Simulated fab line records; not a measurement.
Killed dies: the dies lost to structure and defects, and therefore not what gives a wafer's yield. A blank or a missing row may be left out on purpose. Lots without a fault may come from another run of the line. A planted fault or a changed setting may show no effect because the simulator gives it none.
fab line records	flow n5Finfet
record: lots: 24	wafers: 72	lastDay: 18
route steps=1938 shown BEOL_M11@1559
lots untouched by any fault: they come from a run of this same line in which no faults occurred
startH: the number of hours between the record's first day and the start of the first shown wafer of the lot	waitH: hours elapsed since this lot's preceding step	" the same as in the row above	L1.1+2: a row that stands for several wafers	- value missing, or start not given	* or withheld: withheld	< > ~ a bound
route shown NAME@n: NAME is a module with steps in the file, n the number in the route of the first one	usual: average and standard deviation across the fault-free wafers	same: alike in all rows	chamber/n: place in a boat	sites: readings site by site	_std_site: the values' standard deviation	_edge_site: the outer-site mean with the inner-site mean subtracted	radiusMm: how far each site lies from the wafer's centre	mask NAME#n: copy n	behind: tool/chamber where the wafer was last shaped	hold: why the lot went on hold/how many hours it stayed there/how the hold came to an end	device: which transistor (n, p or np) failed to switch	end of line: at the end of the route, the tests of the same wafers	where a step has no rows: the recipe by itself	killed: dies lost to structure and defects at the first sort, not the wafer's yield	map: shows each die of a wafer: x if killed, . if not, _ if none is there
set.NAME: the run value of the setting; set.NAME@STEP: its run value at that earlier step	model.NAME: the simulator's own value behind a step, which no gauge read
the route's steps for a sample of lots (tables are steps, rows are wafers)
services: the hour from which a tool's chamber was out of use, counted from the record's first day as startH (under 0 if before that day), plus the number of hours and why
== steps ==
step: N5_BEOL_M11_CD_MEAS_18
recipe: pitchNm: 140	targetCdNm: 70
usual: cdNm: 70.5/0.63
lot.wafer	tool	chamber	startH	waitH	cdNm
L074.3	cdSem-03	-	218.09	0.1	70.2
L074.5	"	-	"	"	70.5
L074.6	"	-	"	"	70.0
L075.2	cdSem-01	-	218.55	0.1	70.2
L075.4	"	-	"	"	70.9
L075.6	"	-	"	"	70.6
L076.1	cdSem-03	-	232.76	0.0	72.0
L076.4	"	-	"	"	70.1
L076.5	"	-	"	"	70.5
L077.1	cdSem-01	-	239.68	0.0	71.2
L077.4	"	-	"	"	69.6
L077.6	"	-	"	"	69.9
L078.1	cdSem-03	-	241.89	0.0	72.2
L078.5	"	-	"	"	70.2
L078.6	"	-	"	"	71.7
L079.1	cdSem-01	-	243.54	0.0	70.0
L079.2	"	-	"	"	69.9
L079.3	"	-	"	"	71.8
L080.1	cdSem-02	-	257.02	0.0	70.4
L080.3	"	-	"	"	70.1
L080.6	"	-	"	"	70.6
L081.1	cdSem-03	-	267.10	0.0	70.4
L081.2	"	-	"	"	69.4
L081.5	"	-	"	"	70.1
L083.2	cdSem-02	-	267.90	0.1	71.0
L083.4	"	-	"	"	71.1
L083.6	"	-	"	"	70.5
L082.3	cdSem-01	-	278.61	0.1	69.3
L082.4	"	-	"	"	70.1
L082.6	"	-	"	"	70.7
L084.2	cdSem-03	-	278.83	0.1	71.0
L084.3	"	-	"	"	70.8
L084.4	"	-	"	"	70.0
L086.2	cdSem-02	-	299.49	0.1	70.0
L086.3	"	-	"	"	70.1
L086.5	"	-	"	"	69.1
L085.1	cdSem-03	-	302.73	0.0	71.5
L085.2	"	-	"	"	70.0
L085.5	"	-	"	"	70.4
L087.1	cdSem-01	-	302.92	0.0	69.8
L087.4	"	-	"	"	70.6
L087.5	"	-	"	"	69.5
L088.2	cdSem-01	-	330.08	0.1	69.3
L088.4	"	-	"	"	70.0
L088.5	"	-	"	"	70.4
L089.1	cdSem-03	-	330.37	0.0	70.6
L089.5	"	-	"	"	70.6
L089.6	"	-	"	"	71.1
L090.3	cdSem-02	-	331.62	0.1	70.1
L090.4	"	-	"	"	71.3
L090.6	"	-	"	"	69.7
L091.1	cdSem-01	-	338.25	0.0	71.7
L091.5	"	-	"	"	70.7
L091.6	"	-	"	"	70.9
L093.1	cdSem-03	-	342.95	0.0	70.0
L093.4	"	-	"	"	70.4
L093.6	"	-	"	"	70.7
L092.1	cdSem-01	-	359.45	0.0	70.9
L092.3	"	-	"	"	69.6
L092.4	"	-	"	"	70.3
L094.2	cdSem-02	-	359.53	0.1	70.8
L094.4	"	-	"	"	70.4
L094.5	"	-	"	"	70.7
L095.3	cdSem-03	-	369.60	0.1	70.7
L095.5	"	-	"	"	71.9
L095.6	"	-	"	"	71.8
L096.1	cdSem-02	-	376.52	0.0	71.0
L096.4	"	-	"	"	70.7
L096.5	"	-	"	"	71.0
L097.1	cdSem-03	-	389.78	0.0	70.4
L097.5	"	-	"	"	70.0
L097.6	"	-	"	"	70.6
step: N5_BEOL_M11_STRIP_36
recipe: chemistry: N2/H2	powerW: 450	tempC: 40	pressureMtorr: 20	rfFrequencyHz: 6e+07	overashFraction: 0.3	biasPowerW: 7	h2Frac: 0.5	n2FlowSccm: 200	h2FlowSccm: 200
usual: drypumpMotorCurrentA: 5.7/0.46	n2FlowSccm: 199.9/0.7	oesProductAu: 0.79/0.097	powerW: 449.9/1.5	rfVppV: 59.4/1.8	showerheadPlenumPTorr: 2.53/0.087	throttleValvePct: 23.6/0.34
lot.wafer	tool	chamber	startH	waitH	drypumpMotorCurrentA	n2FlowSccm	oesProductAu	powerW	rfHoursCounterH	rfVppV	showerheadPlenumPTorr	throttleValvePct
L074.3	rieDiel-01	2	219.66	0.0	5.7	200.3	0.69	448.3	249	60.7	2.47	23.9
L074.5	"	0	"	"	5.6	200.9	0.87	450.7	-	60.6	2.57	23.1
L074.6	"	1	"	"	6.6	199.6	0.66	449.7	-	60.3	2.39	23.2
L075.2	rieDiel-01	1	220.12	0.0	6.6	200.1	0.66	454.1	239	62.4	2.39	23.3
L075.4	"	2	"	"	5.7	199.5	0.70	448.4	-	61.4	2.47	23.9
L075.6	"	1	"	"	6.6	200.1	0.66	454.3	-	58.4	2.39	23.2
L076.1	rieDiel-03	0	234.26	0.0	5.7	200.3	0.72	452.9	237	58.5	2.61	24.0
L076.4	"	1	"	"	5.7	199.9	0.73	451.2	200	60.1	2.43	24.1
L076.5	"	1	"	"	5.7	199.8	0.74	448.6	-	59.5	2.43	24.1
L077.1	rieDiel-03	1	240.53	0.0	5.7	199.4	0.73	449.0	202	54.2	2.43	24.2
L077.4	"	2	"	"	5.3	200.1	0.69	448.9	248	59.6	2.58	23.7
L077.6	"	1	"	"	5.8	201.1	0.74	446.8	-	59.0	2.43	24.1
L078.1	rieDiel-01	3	242.66	0.0	6.6	200.2	0.72	451.2	189	60.6	2.64	24.0
L078.5	"	1	"	"	6.6	199.3	0.67	452.0	-	58.4	2.39	23.2
L078.6	"	0	"	"	5.6	198.8	0.87	450.1	-	59.5	2.57	23.1
L079.1	rieDiel-02	1	244.59	0.0	6.2	200.0	0.71	451.0	208	58.6	2.52	23.8
L079.2	"	3	"	"	5.5	200.0	0.86	451.5	63	57.3	2.65	23.3
L079.3	"	2	"	"	5.6	198.8	0.71	446.3	235	56.8	2.40	23.6
L080.1	rieDiel-02	3	257.97	0.0	5.6	199.9	0.86	449.7	66	60.7	2.65	23.3
L080.3	"	2	"	"	5.6	199.4	0.71	452.0	239	59.7	2.39	23.7
L080.6	"	1	"	"	6.2	199.5	0.72	449.6	-	60.5	2.52	23.7
L081.1	rieDiel-03	1	269.45	0.0	5.7	199.5	0.74	451.8	212	58.3	2.43	24.1
L081.2	"	3	"	"	5.1	199.0	0.71	451.4	228	58.4	2.52	23.9
L081.5	"	0	"	"	5.6	201.4	0.70	450.8	-	62.3	2.60	24.0
L083.2	rieDiel-02	3	270.53	0.0	5.5	199.4	0.84	452.1	70	56.4	2.64	23.3
L083.4	"	2	"	"	5.6	199.5	0.69	448.3	242	57.4	2.39	23.6
L083.6	"	0	"	"	5.3	199.3	0.82	449.4	-	56.5	2.47	23.7
L082.3	rieDiel-02	3	281.92	0.0	5.5	200.6	0.86	448.7	73	56.0	2.64	23.3
L082.4	"	0	"	"	5.3	200.7	0.84	450.9	62	59.4	2.47	23.7
L082.6	"	2	"	"	5.6	199.7	0.69	448.1	-	57.4	2.39	23.6
L084.2	rieDiel-01	3	282.17	0.0	6.6	200.2	0.72	448.2	204	61.6	2.63	24.1
L084.3	"	2	"	"	5.7	199.0	0.97	448.8	4	60.0	2.47	23.5
L084.4	"	3	"	"	6.6	200.9	0.71	447.7	-	59.0	2.63	24.1
L086.2	rieDiel-02	1	301.67	0.0	6.2	200.8	0.72	449.8	224	61.6	2.51	23.7
L086.3	"	3	"	"	5.5	201.1	0.84	450.6	79	59.0	2.64	23.3
L086.5	"	3	"	"	5.5	199.3	0.83	448.5	-	58.3	2.64	23.3
L085.1	rieDiel-02	3	304.08	0.0	5.5	200.9	0.83	450.0	81	59.8	2.64	23.3
L085.2	"	0	"	"	5.2	200.2	0.81	450.2	69	63.4	2.47	23.8
L085.5	"	1	"	"	6.3	199.9	0.70	450.5	-	59.0	2.51	23.7
L087.1	rieDiel-01	2	304.24	0.0	5.7	199.0	0.96	451.5	11	59.2	2.47	23.5
L087.4	"	0	"	"	5.5	200.2	0.81	450.1	70	59.9	2.56	23.1
L087.5	"	0	"	"	5.5	200.1	0.84	448.9	-	58.5	2.56	23.1
L089.1	rieDiel-02	1	332.45	0.0	6.2	201.5	0.70	450.6	236	58.5	2.51	23.8
L089.5	"	1	"	"	6.2	201.0	0.69	449.7	-	58.1	2.51	23.8
L089.6	"	3	"	"	5.5	199.5	0.80	448.8	-	62.0	2.64	23.3
L088.2	rieDiel-02	0	333.07	0.0	5.2	199.0	0.79	449.5	80	57.7	2.46	23.8
L088.4	"	0	"	"	5.3	199.9	0.77	449.6	-	61.8	2.46	23.8
L088.5	"	1	"	"	6.3	200.1	0.69	448.9	-	62.3	2.51	23.7
L090.3	rieDiel-03	0	333.17	0.0	5.7	199.9	0.98	449.1	12	60.8	2.60	23.5
L090.4	"	2	"	"	5.3	199.5	0.96	449.9	19	59.3	2.57	23.3
L090.6	"	1	"	"	5.7	199.0	0.73	448.6	-	62.2	2.42	24.1
L091.1	rieDiel-03	3	339.43	0.0	5.1	199.4	0.69	448.5	247	59.1	2.51	23.8
L091.5	"	1	"	"	5.8	197.8	0.71	448.8	-	57.5	2.42	24.2
L091.6	"	2	"	"	5.3	200.6	0.97	449.0	-	56.0	2.57	23.2
L093.1	rieDiel-01	1	344.62	0.0	6.6	199.9	0.94	448.2	14	59.1	2.70	23.1
L093.4	"	3	"	"	6.6	200.1	0.70	451.0	222	58.4	2.62	24.1
L093.6	"	1	"	"	6.6	199.3	0.93	450.1	-	57.1	2.70	23.1
L094.2	rieDiel-03	0	361.06	0.0	5.6	199.4	0.95	451.1	21	59.3	2.59	23.5
L094.4	"	1	"	"	5.7	200.5	0.71	450.3	-	56.2	2.42	24.1
L094.5	"	0	"	"	5.7	200.3	0.93	450.7	-	59.2	2.59	23.5
L092.1	rieDiel-03	1	361.93	0.0	5.7	199.6	0.72	449.0	239	59.6	2.41	24.2
L092.3	"	0	"	"	5.7	199.2	0.95	449.1	21	56.3	2.59	23.5
L092.4	"	2	"	"	5.3	200.2	0.94	450.6	-	59.4	2.57	23.3
L095.3	rieDiel-01	0	371.21	0.0	5.5	199.3	0.82	448.6	89	55.2	2.55	23.2
L095.5	"	2	"	"	5.7	199.7	0.91	449.4	-	57.6	2.46	23.5
L095.6	"	1	"	"	6.6	198.9	0.92	448.9	-	60.8	2.69	23.2
L096.1	rieDiel-02	2	377.62	0.0	5.6	200.5	0.92	449.1	12	60.7	2.70	23.2
L096.4	"	3	"	"	5.5	200.6	0.79	451.0	104	59.2	2.63	23.3
L096.5	"	2	"	"	5.6	199.9	0.92	450.1	-	60.4	2.70	23.2
L097.1	rieDiel-01	2	391.66	0.0	5.7	200.8	0.90	451.1	38	60.2	2.46	23.5
L097.5	"	2	"	"	5.7	200.9	0.89	450.7	-	58.0	2.46	23.6
L097.6	"	0	"	"	5.5	199.8	0.78	450.9	-	59.3	2.55	23.2
step: N5_BEOL_M11_TRENCH_ETCH_37
recipe: chemistry: C4F6/O2	targetDepthA: 1488.3	target: SiCOH_lowk	timeS: 48	ionEnergyEv: 250	pressureMtorr: 30	sourceW: 345	biasW: 185	Ar_flow_sccm: 300	C4F6_flow_sccm: 10	O2_flow_sccm: 10
usual: drypumpMotorCurrentA: 5.7/0.46	oesProductAu: 0.79/0.097	rfVppV: 665/24	showerheadPlenumPTorr: 2.85/0.11	throttleValvePct: 20.96/0.25
lot.wafer	tool	chamber	startH	waitH	drypumpMotorCurrentA	oesProductAu	rfHoursCounterH	rfVppV	showerheadPlenumPTorr	throttleValvePct
L074.3	rieDiel-01	2	-	-	5.7	0.71	249	703	2.80	21.39
L074.5	"	0	"	"	5.5	0.86	-	668	2.88	20.64
L074.6	"	1	"	"	6.6	0.68	-	621	2.71	20.69
L075.2	rieDiel-01	1	-	-	6.6	0.68	239	621	2.71	20.67
L075.4	"	2	"	"	5.7	0.70	-	704	2.80	21.37
L075.6	"	1	"	"	6.6	0.69	-	620	2.71	20.70
L076.1	rieDiel-03	0	-	-	5.7	0.71	237	645	2.95	21.56
L076.4	"	1	"	"	5.7	0.74	200	658	2.71	21.16
L076.5	"	1	"	"	5.7	0.75	-	658	2.71	21.18
L077.1	rieDiel-03	1	-	-	5.7	0.74	202	657	2.71	21.17
L077.4	"	2	"	"	5.3	0.69	248	647	2.92	21.27
L077.6	"	1	"	"	5.7	0.74	-	657	2.71	21.16
L078.1	rieDiel-01	3	-	-	6.6	0.72	189	719	2.96	21.25
L078.5	"	1	"	"	6.6	0.68	-	619	2.70	20.70
L078.6	"	0	"	"	5.6	0.85	-	666	2.88	20.66
L079.1	rieDiel-02	1	-	-	6.2	0.72	208	664	2.85	21.02
L079.2	"	3	"	"	5.5	0.86	63	646	3.03	20.85
L079.3	"	2	"	"	5.6	0.70	236	677	2.67	20.78
L080.1	rieDiel-02	3	-	-	5.5	0.84	66	646	3.02	20.85
L080.3	"	2	"	"	5.6	0.70	239	680	2.67	20.79
L080.6	"	1	"	"	6.3	0.72	-	663	2.85	21.02
L081.1	rieDiel-03	1	-	-	5.7	0.74	212	657	2.71	21.18
L081.2	"	3	"	"	5.1	0.71	228	673	2.77	20.93
L081.5	"	0	"	"	5.7	0.70	-	648	2.94	21.54
L083.2	rieDiel-02	3	-	-	5.5	0.84	70	646	3.02	20.88
L083.4	"	2	"	"	5.6	0.70	242	679	2.67	20.78
L083.6	"	0	"	"	5.3	0.81	-	678	2.78	20.89
L082.3	rieDiel-02	3	-	-	5.6	0.84	73	645	3.02	20.87
L082.4	"	0	"	"	5.3	0.81	62	678	2.78	20.91
L082.6	"	2	"	"	5.6	0.70	-	679	2.66	20.78
L084.2	rieDiel-01	3	-	-	6.6	0.71	204	717	2.95	21.27
L084.3	"	2	"	"	5.7	0.99	4	703	2.79	20.99
L084.4	"	3	"	"	6.6	0.70	-	717	2.95	21.27
L086.2	rieDiel-02	1	-	-	6.3	0.71	224	664	2.84	21.05
L086.3	"	3	"	"	5.5	0.83	79	647	3.02	20.88
L086.5	"	3	"	"	5.5	0.83	-	645	3.02	20.90
L085.1	rieDiel-02	3	-	-	5.5	0.81	81	646	3.02	20.87
L085.2	"	0	"	"	5.3	0.79	69	676	2.77	20.90
L085.5	"	1	"	"	6.2	0.70	-	663	2.84	21.04
L087.1	rieDiel-01	2	-	-	5.7	0.97	11	702	2.79	21.00
L087.4	"	0	"	"	5.5	0.82	70	667	2.87	20.69
L087.5	"	0	"	"	5.5	0.82	-	668	2.87	20.69
L089.1	rieDiel-02	1	-	-	6.2	0.70	236	662	2.84	21.06
L089.5	"	1	"	"	6.2	0.70	-	663	2.84	21.07
L089.6	"	3	"	"	5.5	0.82	-	646	3.01	20.91
L088.2	rieDiel-02	0	-	-	5.3	0.78	80	676	2.77	20.94
L088.4	"	0	"	"	5.3	0.79	-	677	2.77	20.93
L088.5	"	1	"	"	6.3	0.70	-	664	2.84	21.07
L090.3	rieDiel-03	0	-	-	5.7	0.98	12	647	2.93	21.13
L090.4	"	2	"	"	5.3	0.95	19	645	2.91	20.89
L090.6	"	1	"	"	5.7	0.72	-	656	2.70	21.22
L091.1	rieDiel-03	3	-	-	5.1	0.69	247	673	2.76	20.97
L091.5	"	1	"	"	5.7	0.71	-	657	2.70	21.19
L091.6	"	2	"	"	5.3	0.94	-	645	2.91	20.87
L093.1	rieDiel-01	1	-	-	6.6	0.94	14	630	3.03	20.45
L093.4	"	3	"	"	6.6	0.69	222	719	2.94	21.28
L093.6	"	1	"	"	6.6	0.94	-	630	3.03	20.44
L094.2	rieDiel-03	0	-	-	5.6	0.94	21	648	2.93	21.15
L094.4	"	1	"	"	5.7	0.71	-	658	2.70	21.23
L094.5	"	0	"	"	5.7	0.94	-	646	2.93	21.15
L092.1	rieDiel-03	1	-	-	5.7	0.71	239	658	2.70	21.22
L092.3	"	0	"	"	5.6	0.94	21	648	2.93	21.16
L092.4	"	2	"	"	5.3	0.93	-	644	2.91	20.87
L095.3	rieDiel-01	0	-	-	5.5	0.80	89	667	2.86	20.69
L095.5	"	2	"	"	5.7	0.92	-	702	2.78	21.02
L095.6	"	1	"	"	6.6	0.93	-	631	3.03	20.44
L096.1	rieDiel-02	2	-	-	5.6	0.91	12	689	2.99	20.39
L096.4	"	3	"	"	5.5	0.80	104	644	3.01	20.92
L096.5	"	2	"	"	5.6	0.92	-	689	2.99	20.40
L097.1	rieDiel-01	2	-	-	5.7	0.90	38	701	2.78	21.03
L097.5	"	2	"	"	5.7	0.91	-	703	2.78	21.03
L097.6	"	0	"	"	5.6	0.78	-	666	2.86	20.72
step: N5_BEOL_M11_ALD_74
recipe: material: TaN	targetThkA: 20	tempC: 275	aldPrecursorFamily: PDMAT	aldCoReactant: NH3	pressureTorr: 3	carrierFlowSccm: 1500	pulseTimeS: 2	purgeTimeS: 3	coReactantPurgeTimeS: 2	coReactantPulseTimeS: 3	aldCycles: 40	precursorVesselTempC: 75	precursorVesselPressureTorr: 26.25	precursorVesselCarrierSccm: 1000
usual: heaterPowerW: 428/49
same: aldCycles: 40	purgeTimeS: 3
lot.wafer	tool	chamber	startH	waitH	heaterPowerW
L074.3	aldMetal-01	1	220.85	0.1	400
L074.5	"	3	"	"	425
L074.6	"	0	"	"	420
L075.2	aldMetal-02	3	221.37	0.1	350
L075.4	"	0	"	"	476
L075.6	"	0	"	"	451
L076.1	aldMetal-01	1	235.19	0.1	411
L076.4	"	3	"	"	414
L076.5	"	3	"	"	419
L077.1	aldMetal-02	0	241.55	0.0	456
L077.4	"	1	"	"	453
L077.6	"	1	"	"	463
L078.1	aldMetal-04	3	243.85	0.2	504
L078.5	"	1	"	"	441
L078.6	"	2	"	"	498
L079.1	aldMetal-02	3	246.51	0.1	357
L079.2	"	2	"	"	367
L079.3	"	0	"	"	443
L080.1	aldMetal-01	1	259.19	0.1	418
L080.3	"	0	"	"	411
L080.6	"	3	"	"	427
L081.1	aldMetal-01	0	271.00	0.0	422
L081.2	"	3	"	"	414
L081.5	"	1	"	"	399
L083.2	aldMetal-01	2	272.04	0.1	516
L083.4	"	1	"	"	409
L083.6	"	1	"	"	414
L082.3	aldMetal-01	2	283.54	0.0	516
L082.4	"	1	"	"	413
L082.6	"	2	"	"	519
L084.2	aldMetal-02	3	283.77	0.1	355
L084.3	"	2	"	"	363
L084.4	"	1	"	"	449
L086.2	aldMetal-02	1	302.51	0.0	475
L086.3	"	2	"	"	365
L086.5	"	0	"	"	458
L085.1	aldMetal-01	0	304.96	0.0	407
L085.2	"	2	"	"	506
L085.5	"	2	"	"	517
L087.1	aldMetal-01	0	305.59	0.1	413
L087.4	"	1	"	"	423
L087.5	"	0	"	"	416
L089.1	aldMetal-02	2	333.29	0.0	368
L089.5	"	1	"	"	462
L089.6	"	2	"	"	360
L088.2	aldMetal-04	3	334.43	0.0	491
L088.4	"	2	"	"	493
L088.5	"	2	"	"	489
L090.3	aldMetal-02	3	336.21	0.1	355
L090.4	"	0	"	"	465
L090.6	"	1	"	"	450
L091.1	aldMetal-02	1	341.70	0.2	474
L091.5	"	1	"	"	457
L091.6	"	2	"	"	368
L093.1	aldMetal-02	0	345.46	0.0	458
L093.4	"	2	"	"	356
L093.6	"	0	"	"	463
L094.2	aldMetal-01	2	361.93	0.0	519
L094.4	"	1	"	"	420
L094.5	"	3	"	"	428
L092.1	aldMetal-01	3	363.24	0.1	430
L092.3	"	1	"	"	419
L092.4	"	2	"	"	514
L095.3	aldMetal-01	3	372.15	0.1	416
L095.5	"	2	"	"	520
L095.6	"	3	"	"	427
L096.1	aldMetal-02	1	378.58	0.1	461
L096.4	"	3	"	"	357
L096.5	"	0	"	"	455
L097.1	aldMetal-02	1	392.73	0.1	465
L097.5	"	2	"	"	367
L097.6	"	3	"	"	354
step: N5_BEOL_M11_DEP_56
recipe: material: SiCN	targetThkA: 300	tempC: withheld	precursor: 3MS/NH3	pressureTorr: 3	rfW: 675	timeS: 10.5
usual: showerheadPlenumPTorr: 4.150/0.023	throttleValvePct: 18.0/0.71
lot.wafer	tool	chamber	startH	waitH	showerheadPlenumPTorr	throttleValvePct
L074.3	pecvd-02	0	222.39	0.0	4.187	18.7
L074.5	"	0	"	"	4.186	18.8
L074.6	"	1	"	"	4.138	17.9
L075.2	pecvd-03	0	223.44	0.0	4.188	18.7
L075.4	"	1	"	"	4.153	17.3
L075.6	"	2	"	"	4.166	18.1
L076.1	pecvd-01	2	236.57	0.0	4.120	18.5
L076.4	"	1	"	"	4.121	18.1
L076.5	"	2	"	"	4.135	18.5
L077.1	pecvd-02	0	243.14	0.0	4.182	18.9
L077.4	"	0	"	"	4.194	18.6
L077.6	"	1	"	"	4.150	18.2
L078.1	pecvd-01	1	245.49	0.0	4.119	18.2
L078.5	"	1	"	"	4.109	18.3
L078.6	"	0	"	"	4.137	17.5
L079.1	pecvd-01	1	248.07	0.0	4.110	18.2
L079.2	"	0	"	"	4.133	17.2
L079.3	"	2	"	"	4.137	18.3
L080.1	pecvd-01	1	262.16	0.0	4.121	18.4
L080.3	"	2	"	"	4.129	18.5
L080.6	"	2	"	"	4.140	18.2
L081.1	pecvd-01	1	272.56	0.0	4.117	18.4
L081.2	"	2	"	"	4.129	18.5
L081.5	"	2	"	"	4.132	18.7
L083.2	pecvd-01	1	273.54	0.0	4.124	18.3
L083.4	"	1	"	"	4.123	18.3
L083.6	"	2	"	"	4.134	18.6
L082.3	pecvd-03	2	285.01	0.0	4.178	18.3
L082.4	"	1	"	"	4.169	17.3
L082.6	"	2	"	"	4.169	18.3
L084.2	pecvd-03	0	285.83	0.0	4.185	18.4
L084.3	"	2	"	"	4.168	18.1
L084.4	"	2	"	"	4.169	17.9
L086.2	pecvd-01	0	305.17	0.0	4.121	17.0
L086.3	"	1	"	"	4.120	18.1
L086.5	"	0	"	"	4.146	17.6
L085.1	pecvd-02	0	306.55	0.0	4.184	18.9
L085.2	"	1	"	"	4.147	17.8
L085.5	"	0	"	"	4.172	19.0
L087.1	pecvd-01	0	307.36	0.0	4.137	17.4
L087.4	"	1	"	"	4.129	18.3
L087.5	"	2	"	"	4.139	18.6
L089.1	pecvd-01	1	334.81	0.0	4.124	18.2
L089.5	"	1	"	"	4.123	18.3
L089.6	"	0	"	"	4.140	17.2
L088.2	pecvd-01	1	337.15	0.0	4.115	18.3
L088.4	"	2	"	"	4.126	18.4
L088.5	"	1	"	"	4.122	18.1
L090.3	pecvd-01	2	337.68	0.0	4.134	18.6
L090.4	"	0	"	"	4.137	17.5
L090.6	"	1	"	"	4.121	18.3
L091.1	pecvd-02	2	343.11	0.0	4.177	16.8
L091.5	"	1	"	"	4.152	17.8
L091.6	"	2	"	"	4.181	16.3
L093.1	pecvd-02	1	347.13	0.0	4.143	17.9
L093.4	"	1	"	"	4.148	17.8
L093.6	"	0	"	"	4.189	19.0
L094.2	pecvd-02	2	363.57	0.0	4.170	16.6
L094.4	"	1	"	"	4.145	17.9
L094.5	"	2	"	"	4.180	16.4
L092.1	pecvd-03	1	364.67	0.0	4.170	17.4
L092.3	"	0	"	"	4.179	16.4
L092.4	"	2	"	"	4.176	18.3
L095.3	pecvd-02	0	373.56	0.0	4.174	18.8
L095.5	"	1	"	"	4.156	18.1
L095.6	"	0	"	"	4.194	19.0
L096.1	pecvd-03	2	381.61	0.0	4.165	18.4
L096.4	"	2	"	"	4.178	18.3
L096.5	"	0	"	"	4.175	17.0
L097.1	pecvd-01	2	394.95	0.0	4.133	18.8
L097.5	"	0	"	"	4.131	17.6
L097.6	"	2	"	"	4.130	19.0
step: N5_BEOL_M11_RS_MEAS_57
recipe: thkMeasGauge: four-point-probe	reads: Cu_of_BEOL_M11_ECD_50+Co_of_BEOL_M11_CVD_75+TaN_of_BEOL_M11_ALD_74
usual: M11_RS: 0.150/0.0037
lot.wafer	tool	chamber	startH	waitH	M11_RS[ohm/sq]
L074.3	filmMetro-01	-	222.46	0.0	0.145
L074.5	"	-	"	"	0.149
L074.6	"	-	"	"	0.147
L075.2	filmMetro-02	-	223.51	0.0	0.155
L075.4	"	-	"	"	0.151
L075.6	"	-	"	"	0.153
L076.1	filmMetro-01	-	236.63	0.0	0.148
L076.4	"	-	"	"	0.146
L076.5	"	-	"	"	0.145
L077.1	filmMetro-02	-	243.22	0.1	0.145
L077.4	"	-	"	"	0.147
L077.6	"	-	"	"	0.148
L078.1	filmMetro-02	-	245.55	0.0	0.146
L078.5	"	-	"	"	0.152
L078.6	"	-	"	"	0.151
L079.1	filmMetro-02	-	248.14	0.0	0.152
L079.2	"	-	"	"	0.152
L079.3	"	-	"	"	0.154
L080.1	filmMetro-02	-	262.22	0.0	0.153
L080.3	"	-	"	"	0.153
L080.6	"	-	"	"	0.152
L081.1	filmMetro-02	-	272.62	0.0	0.145
L081.2	"	-	"	"	0.148
L081.5	"	-	"	"	0.150
L083.2	filmMetro-02	-	273.61	0.0	0.153
L083.4	"	-	"	"	0.151
L083.6	"	-	"	"	0.158
L082.3	filmMetro-01	-	285.07	0.0	0.152
L082.4	"	-	"	"	0.156
L082.6	"	-	"	"	0.150
L084.2	filmMetro-02	-	285.90	0.0	0.148
L084.3	"	-	"	"	0.144
L084.4	"	-	"	"	0.149
L086.2	filmMetro-01	-	305.24	0.0	0.149
L086.3	"	-	"	"	0.151
L086.5	"	-	"	"	0.153
L085.1	filmMetro-02	-	306.62	0.0	0.157
L085.2	"	-	"	"	0.161
L085.5	"	-	"	"	0.155
L087.1	filmMetro-02	-	307.43	0.0	0.145
L087.4	"	-	"	"	0.155
L087.5	"	-	"	"	0.154
L089.1	filmMetro-01	-	334.87	0.0	0.150
L089.5	"	-	"	"	0.148
L089.6	"	-	"	"	0.149
L088.2	filmMetro-02	-	337.22	0.0	0.154
L088.4	"	-	"	"	0.156
L088.5	"	-	"	"	0.152
L090.3	filmMetro-01	-	337.74	0.0	0.144
L090.4	"	-	"	"	0.146
L090.6	"	-	"	"	0.145
L091.1	filmMetro-02	-	343.18	0.0	0.149
L091.5	"	-	"	"	0.149
L091.6	"	-	"	"	0.148
L093.1	filmMetro-02	-	347.19	0.0	0.146
L093.4	"	-	"	"	0.147
L093.6	"	-	"	"	0.145
L094.2	filmMetro-01	-	363.64	0.0	0.148
L094.4	"	-	"	"	0.150
L094.5	"	-	"	"	0.149
L092.1	filmMetro-02	-	364.73	0.0	0.148
L092.3	"	-	"	"	0.148
L092.4	"	-	"	"	0.148
L095.3	filmMetro-02	-	373.62	0.0	0.150
L095.5	"	-	"	"	0.147
L095.6	"	-	"	"	0.148
L096.1	filmMetro-02	-	381.67	0.0	0.150
L096.4	"	-	"	"	0.153
L096.5	"	-	"	"	0.147
L097.1	filmMetro-02	-	395.03	0.1	0.147
L097.5	"	-	"	"	0.145
L097.6	"	-	"	"	0.153
== services ==
tool	chamber	startH	hours	kind
aldMetal-04	-	197.69	0.3	repair
rieDiel-02	-	204.96	14.6	pm
rieDiel-01	3	218.89	5.0	repair
rieDiel-02	0	225.17	5.2	repair
aldMetal-04	-	231.06	8.7	pm
rieDiel-01	2	237.75	12.4	repair
aldMetal-04	0	263.19	7.0	repair
pecvd-02	-	271.91	2.8	pm
pecvd-03	-	275.45	6.0	pm
pecvd-01	-	283.28	4.3	pm
rieDiel-02	2	301.04	12.7	repair
rieDiel-02	2	313.75	-	clean
rieDiel-02	2	313.75	-	consumableReplace:focusRing
rieDiel-02	2	313.75	-	consumableReplace:showerhead
rieDiel-02	2	313.75	21.5	scheduledDown
rieDiel-01	1	326.94	2.6	repair
rieDiel-02	1	334.58	3.1	repair
aldMetal-04	-	337.25	14.0	pm
aldMetal-01	1	343.26	5.0	repair
rieDiel-02	3	379.35	6.9	repair
rieDiel-01	-	381.04	0.8	repair
pecvd-03	1	384.24	4.1	repair
rieDiel-01	1	387.40	9.6	repair
pecvd-01	1	391.85	13.1	repair
== key ==
fault none
